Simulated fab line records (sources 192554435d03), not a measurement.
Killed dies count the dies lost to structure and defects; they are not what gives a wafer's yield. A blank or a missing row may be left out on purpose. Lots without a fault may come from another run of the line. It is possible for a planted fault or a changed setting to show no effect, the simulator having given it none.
Split-lot trial + flow n5Finfet + on a route of 1938 steps: 7 lots, 39 wafers read

## ON THE SPLIT
At N5_BEOL_M14_SPUTTER_43 (material TaN, target thk 15 nm, time 24.19 s), the setting timeS was moved away from the recipe's 24.19 s on 15 of the 39 wafers read, by -59.1% to +25.2%. This setting was run at the recipe's value on the other wafers.

## FROM THE SPLIT TO THE READING: what the file shows between them, 4 steps
- N5_BEOL_M14_SPUTTER_44: material Ta, target thk 15 nm, time 24.19 s
- N5_BEOL_M14_SPUTTER_45: material Cu, target thk 100 nm, time 16.67 s
- N5_BEOL_M14_ECD_47: material Cu, target thk 1248 nm
- N5_BEOL_M14_ANNEAL_48: time 90 s

## THE READING
barrierFieldEndpointS, in s, at N5_BEOL_M14_CMP_49 (polishes, stops on SiO2, t overpolish 5.2 s, target thk 560 nm). On this fab line, fault-free wafers typically give 11.34 s with a standard deviation of 0.29 s.

| wafer  | tool, chamber at the split | timeS as run, s | against the recipe | barrierFieldEndpointS, s | against lot-mates on the recipe |
|--------|----------------------------|-----------------|--------------------|--------------------------|---------------------------------|
| L074.3 | pvdSputter-02, -           | 30.28           | +25.2%             | 12.99                    | +1.62                           |
| L074.4 | pvdSputter-02, -           | 30.28           | +25.2%             | 12.87                    | +1.50                           |
| L074.2 | pvdSputter-02, -           | 30.28           | +25.2%             | 13.24                    | +1.87                           |
| L074.1 | pvdSputter-02, -           | 24.19           | recipe             | 11.17                    | -                               |
| L074.6 | pvdSputter-02, -           | 24.19           | recipe             | 11.59                    | -                               |
| L074.5 | pvdSputter-02, -           | 24.19           | recipe             | 11.34                    | -                               |
| L075.1 | pvdSputter-02, -           | 24.19           | recipe             | 11.72                    | -                               |
| L075.2 | pvdSputter-02, -           | 24.19           | recipe             | 11.30                    | -                               |
| L075.3 | pvdSputter-02, -           | 24.19           | recipe             | 11.69                    | -                               |
| L075.4 | pvdSputter-02, -           | 24.19           | recipe             | 11.22                    | -                               |
| L075.5 | pvdSputter-02, -           | 24.19           | recipe             | 11.64                    | -                               |
| L075.6 | pvdSputter-02, -           | 24.19           | recipe             | 11.13                    | -                               |
| L077.2 | pvdSputter-02, -           | 24.19           | recipe             | 11.56                    | -                               |
| L077.4 | pvdSputter-02, -           | 24.19           | recipe             | 12.35                    | -                               |
| L077.3 | pvdSputter-02, -           | 28.84           | +19.2%             | 12.12                    | +0.33                           |
| L077.1 | pvdSputter-02, -           | 28.84           | +19.2%             | 12.70                    | +0.91                           |
| L077.6 | pvdSputter-02, -           | 24.19           | recipe             | 11.45                    | -                               |
| L077.5 | pvdSputter-02, -           | 28.84           | +19.2%             | 13.61                    | +1.82                           |
| L087.4 | pvdSputter-01, -           | 24.19           | recipe             | 11.94                    | -                               |
| L087.2 | pvdSputter-01, -           | 10.41           | -57.0%             | 8.15                     | -3.36                           |
| L087.1 | pvdSputter-01, -           | 24.19           | recipe             | 11.26                    | -                               |
| L087.3 | pvdSputter-01, -           | 24.19           | recipe             | 11.32                    | -                               |
| L087.5 | pvdSputter-01, -           | 10.41           | -57.0%             | 8.59                     | -2.92                           |
| L087.6 | pvdSputter-01, -           | 10.41           | -57.0%             | 7.95                     | -3.56                           |
| L091.2 | pvdSputter-01, -           | 9.891           | -59.1%             | 7.88                     | -3.66                           |
| L091.3 | pvdSputter-01, -           | 24.19           | recipe             | 11.39                    | -                               |
| L091.1 | pvdSputter-01, -           | 24.19           | recipe             | 12.04                    | -                               |
| L091.4 | pvdSputter-01, -           | 9.891           | -59.1%             | 7.58                     | -3.96                           |
| L091.5 | pvdSputter-01, -           | 24.19           | recipe             | 11.20                    | -                               |
| L091.6 | pvdSputter-01, -           | 9.891           | -59.1%             | 7.94                     | -3.60                           |
| L095.4 | pvdSputter-01, -           | 24.19           | recipe             | 11.31                    | -                               |
| L095.2 | pvdSputter-01, -           | 24.19           | recipe             | 11.56                    | -                               |
| L095.6 | pvdSputter-01, -           | 24.19           | recipe             | 11.32                    | -                               |
| L094.1 | pvdSputter-01, -           | 24.19           | recipe             | 11.08                    | -                               |
| L094.4 | pvdSputter-01, -           | 24.19           | recipe             | 11.18                    | -                               |
| L094.3 | pvdSputter-01, -           | 16.49           | -31.8%             | 9.43                     | -1.78                           |
| L094.2 | pvdSputter-01, -           | 16.49           | -31.8%             | 9.98                     | -1.23                           |
| L094.6 | pvdSputter-01, -           | 16.49           | -31.8%             | 9.36                     | -1.85                           |
| L094.5 | pvdSputter-01, -           | 24.19           | recipe             | 11.37                    | -                               |

THE FIT
A straight line over all 39 wafers: barrierFieldEndpointS changes by +0.0604 s for each +1% of timeS; r = +0.98; the points scatter about the line by 0.34 s.
The same after taking each lot's own level away (the mean of its wafers on the recipe; 39 wafers): +0.0597 s for each +1%; r = +0.98; scatter 0.33 s.
On that fit, the largest move of timeS shifts the reading by 3.5 s.
The lots' own levels span 11.210 to 11.787 s, that is 2.0 times the standard deviation above.
So the lot-to-lot level changes the slope little: the two slopes agree.
Check: with one of the wafers moved furthest among these (-59.1%) left out of the fit, the line predicts -3.49 s for it against its lot-mates. It came out at -3.66 s against them.

## FURTHER SPLITS ON THESE WAFERS
Before the reading, these wafers also passed through other splits. Each is held against what the fit with the lots' levels taken away leaves over:
| other split on the same wafers          | wafers away from the commonest value | r with barrierFieldEndpointS (lot level and that fit taken away) |
|-----------------------------------------|--------------------------------------|------------------------------------------------------------------|
| N5_BEOL_M5_DEP_56 targetThkA            | 15                                   | -0.14                                                            |
| N5_BEOL_M6_VIA_ETCH_34 targetDepthA     | 12                                   | -0.22                                                            |
| N5_BEOL_M11_TRENCH_ETCH_37 targetDepthA | 15                                   | +0.27                                                            |

## THE WHOLE CHAIN: every reading that the file lists as answering this split, in the file's order
| step                   | what it does                                                   | reading                                                                           | change (the file's fit)               | r (the file's) |
|------------------------|----------------------------------------------------------------|-----------------------------------------------------------------------------------|---------------------------------------|----------------|
| N5_BEOL_M14_SPUTTER_43 | material TaN, target thk 15 nm, time 24.19 s                   | TaN_of_BEOL_M14_SPUTTER_43.thkNm (the simulator's own value, which no gauge read) | +0.15 nm for each +1% of the setting  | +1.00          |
| N5_BEOL_M14_CMP_49     | polishes, stops on SiO2, t overpolish 5.2 s, target thk 560 nm | barrierFieldEndpointS                                                             | +0.0595 s for each +1% of the setting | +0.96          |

## THE FILE'S OWN FIT
barrierFieldEndpointS changes by +0.0595 s for each +1% of timeS, r = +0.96.
